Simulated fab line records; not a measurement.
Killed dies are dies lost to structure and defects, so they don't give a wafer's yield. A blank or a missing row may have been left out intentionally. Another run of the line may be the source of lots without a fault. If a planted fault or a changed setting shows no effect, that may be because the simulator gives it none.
What tool caused it?	flow nand_harc	24 lots, 72 wafers sampled, at 5 steps of a route of 1159

## WHAT THE GAUGES READ, wafer by wafer
NHARC_A_CONTACT_CD_MEAS_15. Usual: cd_nm reads 90.0 nm (standard deviation 0.42).
lot	measured	on	cd_nm (nm)	flag
L075	day 17 05:12	cd_sem-02	90.0 89.8 89.8	
L074	day 17 06:44	cd_sem-03	90.5 90.8 90.7	
L076	day 17 10:43	cd_sem-03	89.9 90.0 90.3	
L077	day 17 10:55	cd_sem-02	90.8 90.7 91.2	
L078	day 18 14:56	cd_sem-03	89.8 90.0 90.6	
L079	day 18 15:55	cd_sem-01	89.5 89.5 89.8	
L080	day 18 17:07	cd_sem-01	89.5 89.8 90.0	
L082	day 19 02:01	cd_sem-02	89.3 89.8 89.3	
L083	day 19 03:51	cd_sem-02	90.1 90.0 90.6	
L081	day 19 07:56	cd_sem-03	89.9 90.3 89.9	
L086	day 19 19:33	cd_sem-02	89.9 90.3 90.0	
L084	day 19 23:55	cd_sem-01	89.6 89.4 90.0	
L085	day 20 04:44	cd_sem-02	90.8 89.4 90.6	
L087	day 20 09:13	cd_sem-03	89.9 89.5 89.9	
L089	day 20 13:08	cd_sem-01	90.3 90.5 90.1	
L088	day 20 14:02	cd_sem-03	89.8 90.0 90.0	
L090	day 21 11:16	cd_sem-01	89.7 89.7 89.8	
L093	day 21 12:14	cd_sem-02	90.4 89.3 89.4	
L091	day 21 17:38	cd_sem-01	90.4 89.7 89.7	
L094	day 22 05:25	cd_sem-02	90.0 90.0 90.4	
L092	day 22 10:14	cd_sem-01	89.7 89.2 90.4	
L095	day 22 13:01	cd_sem-02	90.1 89.6 89.9	
L096	day 22 16:36	cd_sem-02	89.4 89.9 89.2	
L097	day 22 23:47	cd_sem-03	89.9 89.4 90.0	

## WHAT TOOL EACH LOT RAN ON (gives the tool, then ch and the chambers of the sampled wafers, and finally the start)
lot	NHARC_A_CONTACT_ETCH_130	NHARC_A_CONTACT_ETCH_133	NHARC_A_CONTACT_DEP_84	NHARC_A_CONTACT_DEP_85
L075	har_cap_etch-03 ch 0,1, day 16 21:40	har_cap_etch-03 ch 0,1, day 16 22:08	acl_dep-01 ch 0, day 17 01:00	pecvd-03 ch 0,1, day 17 02:01
L074	har_cap_etch-02 ch 0,1, day 16 23:34	har_cap_etch-02 ch 0,1, day 17 00:00	acl_dep-02 ch 0, day 17 02:25	pecvd-03 ch 0,1,2, day 17 03:32
L076	har_cap_etch-03 ch 0,1, day 17 02:50	har_cap_etch-03 ch 0,1, day 17 03:15	acl_dep-02 ch 0, day 17 06:22	pecvd-03 ch 0,1,2, day 17 07:37
L077	har_cap_etch-01 ch 0,1, day 17 04:22	har_cap_etch-01 ch 0,1, day 17 04:49	acl_dep-03 ch 0, day 17 06:32	pecvd-01 ch 0,1, day 17 07:50
L078	har_cap_etch-02 ch 0,1, day 18 05:44	har_cap_etch-02 ch 0,1, day 18 06:10	acl_dep-02 ch 0, day 18 10:24	pecvd-02 ch 0,1,2, day 18 11:41
L079	har_cap_etch-01 ch 0,1, day 18 08:57	har_cap_etch-01 ch 0,1, day 18 09:23	acl_dep-01 ch 0, day 18 11:35	pecvd-02 ch 0,1,2, day 18 12:46
L080	har_cap_etch-03 ch 0,1, day 18 10:38	har_cap_etch-03 ch 0,1, day 18 11:07	acl_dep-01 ch 0, day 18 13:11	pecvd-03 ch 0,1, day 18 14:02
L082	har_cap_etch-02 ch 0,1, day 18 19:09	har_cap_etch-02 ch 0,1, day 18 19:36	acl_dep-03 ch 0, day 18 21:31	pecvd-03 ch 0,1, day 18 22:38
L083	har_cap_etch-01 ch 0,1, day 18 20:59	har_cap_etch-01 ch 0,1, day 18 21:25	acl_dep-02 ch 0, day 18 23:17	pecvd-03 ch 0,1, day 19 00:39
L081	har_cap_etch-03 ch 1, day 19 00:59	har_cap_etch-03 ch 1, day 19 01:25	acl_dep-01 ch 0, day 19 03:15	pecvd-02 ch 1,2, day 19 04:29
L086	har_cap_etch-02 ch 0,1, day 19 12:05	har_cap_etch-02 ch 0,1, day 19 12:31	acl_dep-02 ch 0, day 19 15:25	pecvd-03 ch 0,1, day 19 16:32
L084	har_cap_etch-03 ch 0,1, day 19 14:23	har_cap_etch-03 ch 0,1, day 19 14:50	acl_dep-03 ch 0, day 19 18:06	pecvd-02 ch 1,2, day 19 19:10
L085	har_cap_etch-02 ch 0,1, day 19 20:51	har_cap_etch-02 ch 0,1, day 19 21:18	acl_dep-02 ch 0, day 20 00:13	pecvd-02 ch 0,2, day 20 01:33
L087	har_cap_etch-01 ch 0,1, day 20 01:49	har_cap_etch-01 ch 0,1, day 20 02:14	acl_dep-01 ch 0, day 20 04:01	pecvd-01 ch 0,1, day 20 05:18
L089	har_cap_etch-02 ch 0,1, day 20 06:14	har_cap_etch-02 ch 0,1, day 20 06:41	acl_dep-03 ch 0, day 20 08:44	pecvd-02 ch 0,1,2, day 20 09:38
L088	har_cap_etch-03 ch 0,1, day 20 06:53	har_cap_etch-03 ch 0,1, day 20 07:20	acl_dep-03 ch 0, day 20 09:34	pecvd-03 ch 0,1,2, day 20 10:52
L090	har_cap_etch-01 ch 0,1, day 21 01:35	har_cap_etch-01 ch 0,1, day 21 02:01	acl_dep-03 ch 0, day 21 06:58	pecvd-03 ch 0,1, day 21 08:02
L093	har_cap_etch-02 ch 0,1, day 21 03:42	har_cap_etch-02 ch 0,1, day 21 04:08	acl_dep-01 ch 0, day 21 07:46	pecvd-02 ch 0,1,2, day 21 09:04
L091	har_cap_etch-03 ch 0,1, day 21 10:05	har_cap_etch-03 ch 0,1, day 21 10:31	acl_dep-03 ch 0, day 21 12:37	pecvd-03 ch 0,1,2, day 21 13:40
L094	har_cap_etch-03 ch 0, day 21 22:26	har_cap_etch-03 ch 0, day 21 22:52	acl_dep-02 ch 0, day 22 00:51	pecvd-03 ch 0,1, day 22 02:08
L092	har_cap_etch-01 ch 0,1, day 22 03:05	har_cap_etch-01 ch 0,1, day 22 03:30	acl_dep-03 ch 0, day 22 05:19	pecvd-03 ch 1,2, day 22 06:37
L095	har_cap_etch-03 ch 0,1, day 22 03:45	har_cap_etch-03 ch 0,1, day 22 04:11	acl_dep-02 ch 0, day 22 08:44	pecvd-01 ch 0,1,2, day 22 09:47
L096	har_cap_etch-02 ch 0,1, day 22 09:37	har_cap_etch-02 ch 0,1, day 22 10:04	acl_dep-03 ch 0, day 22 11:59	pecvd-03 ch 1,2, day 22 13:04
L097	har_cap_etch-02 ch 0,1, day 22 15:41	har_cap_etch-02 ch 0,1, day 22 16:07	acl_dep-02 ch 0, day 22 19:19	pecvd-03 ch 0,1,2, day 22 20:38
- NHARC_A_CONTACT_ETCH_130: etches the open film in C4F8/O2/Ar, time 155 s, target depth 956 nm.
- NHARC_A_CONTACT_ETCH_133: etches the open film in C4F8/O2/Ar, time 195 s, target depth 840 nm.
- NHARC_A_CONTACT_DEP_84: deposits aC, target thk 2000 nm.
- NHARC_A_CONTACT_DEP_85: deposits SiON, target thk 50 nm.

## WHAT THE TOOLS THEMSELVES READ (means of the sampled wafers that have a number; where no wafer has one, the mark that the record gives instead)
NHARC_A_CONTACT_DEP_84. Usual: throttle_valve_pct reads 35.000 % (standard deviation 0.0087).
lot	tool	throttle_valve_pct (%)	flag
L075	acl_dep-01	35.010	
L074	acl_dep-02	34.994	
L076	acl_dep-02	34.992	
L077	acl_dep-03	34.994	
L078	acl_dep-02	34.995	
L079	acl_dep-01	34.999	
L080	acl_dep-01	35.006	
L082	acl_dep-03	35.010	
L083	acl_dep-02	35.007	
L081	acl_dep-01	35.007	
L086	acl_dep-02	34.997	
L084	acl_dep-03	35.003	
L085	acl_dep-02	34.996	
L087	acl_dep-01	34.990	
L089	acl_dep-03	34.999	
L088	acl_dep-03	34.996	
L090	acl_dep-03	34.999	
L093	acl_dep-01	34.999	
L091	acl_dep-03	34.997	
L094	acl_dep-02	35.006	
L092	acl_dep-03	35.000	
L095	acl_dep-02	35.002	
L096	acl_dep-03	35.003	
L097	acl_dep-02	35.001	

NHARC_A_CONTACT_DEP_85. Usual: heater_power_w 739 W, standard deviation 95; showerhead_vpp_V 1154 V, standard deviation 40.
lot	tool	heater_power_w (W)	showerhead_vpp_V (V)	flag
L075	pecvd-03	698	1157	
L074	pecvd-03	703	1142	
L076	pecvd-03	757	1132	
L077	pecvd-01	746	1116	
L078	pecvd-02	730	1176	
L079	pecvd-02	785	1175	
L080	pecvd-03	737	1160	
L082	pecvd-03	717	1127	
L083	pecvd-03	713	1147	
L081	pecvd-02	861	1164	
L086	pecvd-03	647	1145	
L084	pecvd-02	767	1200	
L085	pecvd-02	744	1154	
L087	pecvd-01	784	1133	
L089	pecvd-02	803	1181	
L088	pecvd-03	691	1148	
L090	pecvd-03	772	1141	
L093	pecvd-02	730	1182	
L091	pecvd-03	703	1136	
L094	pecvd-03	678	1157	
L092	pecvd-03	760	1158	
L095	pecvd-01	782	1155	
L096	pecvd-03	778	1161	
L097	pecvd-03	730	1141	

## THE ANSWER, worked out from the rows above alone
Rule: take the mean of a lot's wafers that have a number; if it is more than 3 standard deviations from the usual mean, the lot is off. Also off: a lot with no number at a reading for which 4 or more lots have one. The other lots that the step has rows for count as sound. Order of review: gauges by route order, followed by the tools' own readings, for which a lot's mean as printed above is used. At the first step where some lot is off, the reading lying furthest off is the one used; lots without a number count as furthest.
None of the lots is off at any reading shown; this tells nothing.

## WHAT HAD BEEN PUT IN BY THE SIMULATOR
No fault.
